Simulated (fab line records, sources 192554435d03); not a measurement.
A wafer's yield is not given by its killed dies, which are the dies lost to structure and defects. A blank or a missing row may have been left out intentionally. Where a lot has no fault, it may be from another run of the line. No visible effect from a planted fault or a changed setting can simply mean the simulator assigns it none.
Matching of chambers ; flow n5_finfet ; ald_metal-03 running N5_BEOL_M8_ALD_77: 4 sister chambers
The step deposits TaN, target thk 2 nm, pulse time 2 s, purge time 3 s. 4 wafers are shown with their chamber, then 7 later ones without.

## WAFERS PAIRED WITH THEIR CHAMBERS
wafer;chamber;heater_power_outer_w (W)
L077.3;2;236
L080.5;0;203
L082.1;3;224
L082.3;1;220

## WAFERS WITH NO CHAMBER GIVEN
wafer;heater_power_outer_w (W)
L082.5;235
L088.1;220
L088.4;219
L088.5;204
L093.3;217
L093.4;199
L093.6;236

## CHAMBER TAKEN BY EACH
wafer;from the rows above;in truth
L082.5;2;2
L088.1;1;1
L088.4;1;1
L088.5;0;0
L093.3;1;1
L093.4;0;0
L093.6;2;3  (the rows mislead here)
Correct placement for 6 of the 7. Left unplaced by these rows: 0. 1 placed wrongly.
How it was worked out, from the rows above alone: a wafer's distance from a chamber is the root of the sum, over the readings, of the square of ((its reading less the chamber's mean) divided by the reading's scatter). The wafer belongs to the nearest chamber; if the next one is less than 2 further off, it can't be placed. The mean given for a chamber averages the wafers shown for that chamber. The scatter (one wafer shown for each chamber): square how far every hidden wafer sits from the nearest shown wafer, average those squares and take the square root.
